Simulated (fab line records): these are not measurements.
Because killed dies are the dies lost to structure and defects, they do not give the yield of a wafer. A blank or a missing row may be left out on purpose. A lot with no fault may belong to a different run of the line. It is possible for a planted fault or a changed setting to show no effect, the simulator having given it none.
Matching of chambers + flow nand harc + NHARC_A_CHANNEL_HOLE_D2_ETCH_44 on rie diel-01: 4 sister chambers
The step etches the open film in CF4/O2, target depth 140 nm, overetch 14 nm, time 77 s. 30 wafers are shown with their chamber, then 12 later ones without.

== WAFERS, EACH WITH ITS CHAMBER ==
| wafer  | chamber | drypump motor current A (A) | rf vpp V (V) | oes product au (a.u.) |
|--------|---------|-----------------------------|--------------|-----------------------|
| L074.2 | 3       | 5.4                         | 197.7        | 1.000                 |
| L074.4 | 1       | 5.3                         | 197.5        | 0.992                 |
| L074.6 | 3       | 5.4                         | 195.6        | 0.991                 |
| L077.2 | 1       | 5.4                         | 196.9        | 0.981                 |
| L077.3 | 3       | 5.4                         | 198.2        | 0.995                 |
| L077.4 | 2       | 5.8                         | 197.2        | 0.990                 |
| L078.1 | 1       | 5.4                         | 195.4        | 0.999                 |
| L078.2 | 3       | 5.4                         | 196.5        | 0.995                 |
| L078.6 | 0       | 5.1                         | 196.8        | 1.000                 |
| L080.1 | 1       | 5.3                         | 195.4        | 0.991                 |
| L080.2 | 3       | 5.4                         | 197.5        | 0.990                 |
| L080.4 | 2       | 5.8                         | 196.6        | 0.992                 |
| L081.1 | 2       | 5.8                         | 196.5        | 0.986                 |
| L081.5 | 3       | 5.4                         | 196.8        | 0.994                 |
| L081.6 | 0       | 5.1                         | 197.8        | 1.000                 |
| L082.1 | 2       | 5.8                         | 194.5        | 0.987                 |
| L082.4 | 0       | 5.1                         | 196.2        | 1.001                 |
| L082.5 | 1       | 5.4                         | 197.6        | 1.004                 |
| L086.2 | 1       | 5.3                         | 198.0        | 0.993                 |
| L086.4 | 2       | 5.8                         | 196.1        | 0.995                 |
| L086.6 | 1       | 5.3                         | 197.2        | 0.996                 |
| L087.1 | 1       | 5.3                         | 197.2        | 0.996                 |
| L087.2 | 2       | 5.7                         | 196.2        | 0.993                 |
| L087.3 | 3       | 5.4                         | 197.8        | 0.995                 |
| L089.3 | 1       | 5.4                         | 198.2        | 0.993                 |
| L089.4 | 0       | 5.1                         | 197.5        | 0.991                 |
| L089.6 | 0       | 5.1                         | 196.4        | 0.985                 |
| L090.2 | 2       | 5.8                         | 197.5        | 1.002                 |
| L090.3 | 0       | 5.1                         | 196.2        | 1.001                 |
| L090.6 | 1       | 5.3                         | 197.8        | 1.005                 |

SIGNATURES (averages over the wafers above)
| reading                 | chamber 0 | chamber 1 | chamber 2 | chamber 3 | scatter within a chamber |
|-------------------------|-----------|-----------|-----------|-----------|--------------------------|
| drypump motor current A | 5.100     | 5.340     | 5.786     | 5.400     | 0.0354                   |
| rf vpp V                | 196.817   | 197.120   | 196.371   | 197.157   | 0.913                    |
| oes product au          | 0.99633   | 0.99500   | 0.99214   | 0.99429   | 0.00586                  |
Rule: a wafer's distance from a chamber is the root of the sum, over the readings, of the square of ((its reading less the chamber's mean) divided by the reading's scatter). The wafer belongs to the nearest chamber; if the next one is less than 2 further off, it can't be placed. The scatter: take each reading less its chamber's mean, square it, sum over the shown wafers, divide by the number of wafers less the number of chambers, and take the root.

== WAFERS WITHOUT THEIR CHAMBER ==
| wafer  | drypump motor current A (A) | rf vpp V (V) | oes product au (a.u.) |
|--------|-----------------------------|--------------|-----------------------|
| L092.2 | 5.3                         | 196.3        | 0.992                 |
| L092.3 | 5.4                         | 196.3        | 0.990                 |
| L092.4 | 5.1                         | 195.4        | 0.996                 |
| L094.1 | 5.3                         | 197.7        | 0.988                 |
| L094.5 | 5.8                         | 196.5        | 0.999                 |
| L094.6 | 5.1                         | 197.5        | 0.992                 |
| L095.1 | 5.1                         | 196.9        | 1.004                 |
| L095.4 | 5.8                         | 195.1        | 1.002                 |
| L095.6 | 5.4                         | 196.9        | 0.986                 |
| L097.2 | 5.1                         | 196.6        | 1.003                 |
| L097.4 | 5.4                         | 197.1        | 1.000                 |
| L097.6 | 5.8                         | 196.1        | 1.007                 |

== WHICH CHAMBER EACH ONE RAN IN ==
| wafer  | from the rows above     | in truth |
|--------|-------------------------|----------|
| L092.2 | can't be placed: 1 or 3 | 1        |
| L092.3 | can't be placed: 3 or 1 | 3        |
| L092.4 | 0                       | 0        |
| L094.1 | can't be placed: 1 or 3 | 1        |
| L094.5 | 2                       | 2        |
| L094.6 | 0                       | 0        |
| L095.1 | 0                       | 0        |
| L095.4 | 2                       | 2        |
| L095.6 | can't be placed: 3 or 1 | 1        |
| L097.2 | 0                       | 0        |
| L097.4 | can't be placed: 3 or 1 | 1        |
| L097.6 | 2                       | 2        |
Placed correctly: 7 of 12. From these rows, 5 cannot be placed; in 5 the true chamber is one of the candidates. Number placed wrongly: 0.
